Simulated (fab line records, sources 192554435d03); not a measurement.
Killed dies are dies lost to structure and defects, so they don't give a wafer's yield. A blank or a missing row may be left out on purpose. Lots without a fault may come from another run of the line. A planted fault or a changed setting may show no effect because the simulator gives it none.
Which tool did it? | flow n5_finfet | 8 lots, 22 wafers sampled, at 8 steps of a route of 1938

WHAT THE GAUGES READ, wafer by wafer
N5_BEOL_M4_OCD_MEAS_38. Usual: trench_depth_nm 55.7 nm, standard deviation 1.1.
lot  | measured     | on     | trench_depth_nm (nm) | flag
L114 | day 7 19:50  | ocd-01 | 57.5 57.1 56.6       |
L113 | day 7 22:47  | ocd-01 | 55.8 57.5 56.5       |
L119 | day 9 05:56  | ocd-02 | 55.8 82.7            | OFF
L120 | day 9 06:24  | ocd-02 | 84.3 56.2 56.5       | OFF
L125 | day 11 03:14 | ocd-01 | 82.6 55.3            | OFF
L130 | day 11 23:20 | ocd-02 | 55.4 55.8 57.4       |
L132 | day 12 14:10 | ocd-02 | 54.4 55.7 56.1       |
L135 | day 13 18:28 | ocd-02 | 55.0 53.6 54.6       |

N5_BEOL_M4_THK_MEAS_53: measures by xrf. Usual: M4_THK 40.1 nm, standard deviation 1.5.
lot  | measured     | on            | M4_THK (nm)    | flag
L114 | day 7 23:50  | film_metro-02 | 40.9 41.8 40.9 |
L113 | day 8 02:38  | film_metro-02 | 41.7 44.7 42.6 |
L119 | day 9 09:47  | film_metro-01 | 40.4 67.3      | OFF
L120 | day 9 11:53  | film_metro-02 | 67.6 41.0 41.8 | OFF
L125 | day 11 06:49 | film_metro-02 | 67.4 38.8      | OFF
L130 | day 12 03:00 | film_metro-01 | 39.6 41.0 42.2 |
L132 | day 12 18:34 | film_metro-02 | 38.9 38.5 40.3 |
L135 | day 13 22:23 | film_metro-01 | 39.1 38.7 39.7 |

N5_BEOL_M4_RS_MEAS_58: measures by four-point-probe. Usual: M4_RS 0.66 ohm/sq, standard deviation 0.034.
lot  | measured     | on            | M4_RS (ohm/sq) | flag
L114 | day 8 00:13  | film_metro-01 | 0.64 0.62 0.64 |
L113 | day 8 02:55  | film_metro-02 | 0.62 0.57 0.61 |
L119 | day 9 10:03  | film_metro-01 | 0.65 0.35      | OFF
L120 | day 9 12:10  | film_metro-01 | 0.35 0.64 0.62 | OFF
L125 | day 11 07:05 | film_metro-01 | 0.35 0.69      | OFF
L130 | day 12 03:16 | film_metro-01 | 0.67 0.64 0.62 |
L132 | day 12 18:53 | film_metro-02 | 0.68 0.69 0.65 |
L135 | day 13 22:39 | film_metro-02 | 0.69 0.70 0.68 |

N5_BEOL_M4_RC_MEAS_101. Usual: DIBL_N 35.8 mV/V, standard deviation 1.8; DIBL_P 35.6 mV/V, standard deviation 2; IOFF_N 0.148 nA/um, standard deviation 0.028; IOFF_P 0.20 nA/um, standard deviation 0.034; ION_N 672 uA/um, standard deviation 12; ION_P 462 uA/um, standard deviation 8.5; SERP_M4 193 ohm/um, standard deviation 15; SERP_M4_max_site 206 ohm/um, standard deviation 18; SS_N 71.2 mV/dec, standard deviation 0.65; SS_P 73.1 mV/dec, standard deviation 0.67; VT_N 251 mV, standard deviation 3.3; VT_P -251 mV, standard deviation 3.8.
lot  | measured     | on        | DIBL_N (mV/V)  | DIBL_P (mV/V)  | IOFF_N (nA/um)    | IOFF_P (nA/um) | ION_N (uA/um) | ION_P (uA/um) | SERP_M4 (ohm/um) | SERP_M4_max_site (ohm/um) | SS_N (mV/dec)  | SS_P (mV/dec)  | VT_N (mV)   | VT_P (mV)      | flag
L114 | day 8 00:16  | prober-01 | 35.3 34.6 35.5 | 35.9 34.8 35.3 | 0.161 0.154 0.159 | 0.22 0.20 0.22 | 685 675 682   | 471 462 471   | 181 184 164      | 192 200 171               | 71.8 71.3 72.4 | 73.3 73.1 72.5 | 252 250 252 | -248 -248 -248 |
L113 | day 8 02:58  | prober-01 | 37.7 36.9 36.8 | 38.6 36.7 37.4 | 0.156 0.151 0.145 | 0.22 0.20 0.21 | 647 672 674   | 451 461 464   | 168 169 181      | 188 180 187               | 72.1 70.9 70.4 | 73.9 72.5 73.5 | 252 252 250 | -247 -248 -248 |
L119 | day 9 10:43  | prober-01 | 37.8 37.9      | 36.6 36.3      | 0.178 0.174       | 0.26 0.23      | 686 685       | 475 468       | 180 103          | 195 107                   | 71.9 71.4      | 73.2 73.2      | 247 248     | -242 -246      | OFF
L120 | day 9 12:13  | prober-01 | 33.9 36.2 36.4 | 31.6 35.5 35.4 | 0.107 0.157 0.153 | 0.17 0.23 0.22 | 652 682 667   | 459 474 462   | 116 187 185      | 121 213 193               | 70.5 71.4 71.6 | 72.6 73.2 73.1 | 255 250 250 | -251 -246 -247 |
L125 | day 11 07:08 | prober-02 | 39.7 36.7      | 38.6 35.2      | 0.244 0.162       | 0.31 0.25      | 677 668       | 467 468       | 110 191          | 114 211                   | 73.2 72.6      | 74.3 73.2      | 245 252     | -242 -243      |
L130 | day 12 03:19 | prober-01 | 38.5 35.8 35.6 | 39.8 34.5 36.1 | 0.191 0.137 0.146 | 0.25 0.17 0.18 | 679 663 683   | 463 454 466   | 184 177 171      | 200 192 183               | 72.1 71.6 71.5 | 73.7 73.0 73.1 | 248 252 251 | -248 -252 -255 |
L132 | day 12 19:14 | prober-02 | 36.4 39.3 37.4 | 33.2 36.0 35.8 | 0.145 0.208 0.170 | 0.16 0.19 0.20 | 671 659 685   | 454 443 459   | 211 207 204      | 238 229 217               | 71.8 72.7 71.3 | 73.0 73.9 73.8 | 253 249 249 | -257 -253 -250 |
L135 | day 13 22:43 | prober-02 | 34.5 35.1 35.3 | 34.1 35.6 35.2 | 0.145 0.163 0.164 | 0.19 0.21 0.21 | 673 687 692   | 471 470 469   | 186 204 189      | 190 220 194               | 70.7 70.5 70.9 | 72.4 72.9 72.9 | 249 246 247 | -249 -247 -247 |

WHICH TOOL RAN EACH LOT (tool, then ch and the chambers of the sampled wafers, then the start)
lot  | N5_BEOL_M4_STRIP_19                | N5_BEOL_M4_TRENCH_ETCH_37          | N5_BEOL_M4_DEGAS_44          | N5_BEOL_M4_ALD_84
L114 | rie_diel-05 ch 1,2, day 7 18:05    | rie_diel-03 ch 0,1,3, day 7 19:40  | pvd_sputter-02, day 7 20:01  | ald_metal-04 ch 1,3, day 7 20:07
L113 | rie_diel-06 ch 0,1,3, day 7 19:32  | rie_diel-03 ch 0,1, day 7 22:38    | pvd_sputter-03, day 7 23:16  | ald_metal-03 ch 0,1,2, day 7 23:26
L119 | rie_diel-05 ch 1,2, day 9 04:28    | rie_diel-03 ch 2,3, day 9 05:47    | pvd_sputter-02, day 9 06:23  | ald_metal-03 ch 1,2, day 9 06:34
L120 | rie_diel-06 ch 0,1,2, day 9 05:04  | rie_diel-03 ch 1,2,3, day 9 06:14  | pvd_sputter-03, day 9 06:36  | ald_metal-04 ch 0,2,3, day 9 06:51
L125 | rie_diel-03 ch 0,3, day 10 23:01   | rie_diel-03 ch 1,3, day 11 03:05   | pvd_sputter-02, day 11 03:39 | ald_metal-04 ch 0,3, day 11 03:45
L130 | rie_diel-05 ch 1,2,3, day 11 19:39 | rie_diel-05 ch 0,2,3, day 11 23:11 | pvd_sputter-02, day 11 23:36 | ald_metal-03 ch 0,1,3, day 11 23:42
L132 | rie_diel-05 ch 0,2,3, day 12 11:35 | rie_diel-06 ch 1,2, day 12 14:01   | pvd_sputter-01, day 12 14:43 | ald_metal-04 ch 0,1,2, day 12 14:49
L135 | rie_diel-05 ch 0,2,3, day 13 06:24 | rie_diel-06 ch 0,1,2, day 13 18:19 | pvd_sputter-03, day 13 19:09 | ald_metal-04 ch 1,2, day 13 19:16
- N5_BEOL_M4_STRIP_19: strips in O2.
- N5_BEOL_M4_TRENCH_ETCH_37: etches SiOC in C4F6/O2, target depth 55.555 nm, time 29.2 s.
- N5_BEOL_M4_DEGAS_44: time 60 s.
- N5_BEOL_M4_ALD_84: deposits TaN, pulse time 2 s, purge time 3 s, co reactant purge time 2 s.

WHAT THE TOOLS THEMSELVES READ (means of the sampled wafers that have a number; where no wafer has one, the mark that the record gives instead)
N5_BEOL_M4_STRIP_19. Usual: drypump_motor_current_A 5.6 A, standard deviation 0.41; oes_product_au 0.80 a.u., standard deviation 0.091; rf_vpp_V 3.7 V, standard deviation 0.5; showerhead_plenum_p_Torr 2.09 Torr, standard deviation 0.072; temp_c 39.99 C, standard deviation 0.11; throttle_valve_pct 16.64 %, standard deviation 0.15.
lot  | tool        | drypump_motor_current_A (A) | oes_product_au (a.u.) | rf_vpp_V (V) | showerhead_plenum_p_Torr (Torr) | temp_c (C) | throttle_valve_pct (%) | flag
L114 | rie_diel-05 | 5.5                         | 0.74                  | 3.5          | 2.15                            | 40.01      | 16.51                  |
L113 | rie_diel-06 | 5.6                         | 0.73                  | 3.5          | 2.09                            | 39.93      | 16.68                  |
L119 | rie_diel-05 | 5.5                         | 0.73                  | 3.1          | 2.13                            | 39.95      | 16.58                  |
L120 | rie_diel-06 | 5.3                         | 0.80                  | 3.8          | 2.17                            | 40.04      | 16.60                  |
L125 | rie_diel-03 | 5.8                         | 0.82                  | 4.2          | 2.04                            | 40.09      | 16.68                  |
L130 | rie_diel-05 | 5.3                         | 0.76                  | 4.6          | 2.09                            | 40.00      | 16.65                  |
L132 | rie_diel-05 | 5.5                         | 0.76                  | 3.7          | 2.09                            | 40.03      | 16.66                  |
L135 | rie_diel-05 | 5.5                         | 0.75                  | 4.4          | 2.09                            | 40.07      | 16.67                  |

N5_BEOL_M4_TRENCH_ETCH_37. Usual: bias_w 185.0 W, standard deviation 0.5; drypump_motor_current_A 5.7 A, standard deviation 0.43; oes_product_au 0.80 a.u., standard deviation 0.092; rf_vpp_V 668 V, standard deviation 11; showerhead_plenum_p_Torr 2.82 Torr, standard deviation 0.095; throttle_valve_pct 20.80 %, standard deviation 0.16.
lot  | tool        | bias_w (W) | drypump_motor_current_A (A) | oes_product_au (a.u.) | rf_vpp_V (V) | showerhead_plenum_p_Torr (Torr) | throttle_valve_pct (%) | flag
L114 | rie_diel-03 | 185.4      | 5.7                         | 0.91                  | 673          | 2.82                            | 20.84                  |
L113 | rie_diel-03 | 185.5      | 5.6                         | 0.94                  | 679          | 2.86                            | 20.86                  |
L119 | rie_diel-03 | 184.4      | 5.9                         | 0.93                  | 668          | 2.75                            | 20.88                  |
L120 | rie_diel-03 | 184.7      | 5.7                         | 0.95                  | 674          | 2.80                            | 20.86                  |
L125 | rie_diel-03 | 184.9      | 5.4                         | 1.01                  | 678          | 2.83                            | 20.86                  |
L130 | rie_diel-05 | 184.8      | 5.5                         | 0.76                  | 668          | 2.85                            | 20.86                  |
L132 | rie_diel-06 | 185.2      | 5.5                         | 0.79                  | 659          | 2.88                            | 20.56                  |
L135 | rie_diel-06 | 185.1      | 5.4                         | 0.83                  | 666          | 2.91                            | 20.63                  |

N5_BEOL_M4_DEGAS_44. Usual: heater_power_w 357 W, standard deviation 52.
lot  | tool           | heater_power_w (W) | flag
L114 | pvd_sputter-02 | 364                |
L113 | pvd_sputter-03 | 343                |
L119 | pvd_sputter-02 | 396                |
L120 | pvd_sputter-03 | 339                |
L125 | pvd_sputter-02 | 404                |
L130 | pvd_sputter-02 | 384                |
L132 | pvd_sputter-01 | 413                |
L135 | pvd_sputter-03 | 362                |

N5_BEOL_M4_ALD_84. Usual: heater_power_w 405 W, standard deviation 37.
lot  | tool         | heater_power_w (W) | flag
L114 | ald_metal-04 | 396                |
L113 | ald_metal-03 | 446                |
L119 | ald_metal-03 | 450                |
L120 | ald_metal-04 | 382                |
L125 | ald_metal-04 | 394                |
L130 | ald_metal-03 | 436                |
L132 | ald_metal-04 | 396                |
L135 | ald_metal-04 | 402                |

THE ANSWER, worked out from the rows above alone
Rule: a lot is off if the mean of its wafers that have a number lies more than 3 standard deviations from the usual mean. A lot without any number at a reading at which 4 lots or more have one is off too. The other lots that the step has rows for count as sound. The gauges are gone through in route order, then the tools' own readings, and for those a lot's mean is taken as printed above. The first step at which some lot is off is used, and at that step the reading that is off furthest; a lot without a number counts as furthest.
Off: L119, L120, L125, at N5_BEOL_M4_OCD_MEAS_38 (trench_depth_nm).
A tool fits if, at a process step before that reading, it ran every lot that is off, and no sound lot after the first of them. The gauges at N5_BEOL_M4_OCD_MEAS_38 aren't tried: what is off there is off at N5_BEOL_M4_THK_MEAS_53 too, on other tools, and a gauge's error can't cause that. One fits: rie_diel-03 at N5_BEOL_M4_TRENCH_ETCH_37. Its last sound lot is L113 (day 7 22:38), its first lot that is off L119 (day 9 05:47): a fault that began between those two fits.

WHAT THE SIMULATOR HAD PUT IN
Process parameter drift: rie_diel-03, from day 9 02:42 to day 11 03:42, at N5_BEOL_M4_TRENCH_ETCH_37. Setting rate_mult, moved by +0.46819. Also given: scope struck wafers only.
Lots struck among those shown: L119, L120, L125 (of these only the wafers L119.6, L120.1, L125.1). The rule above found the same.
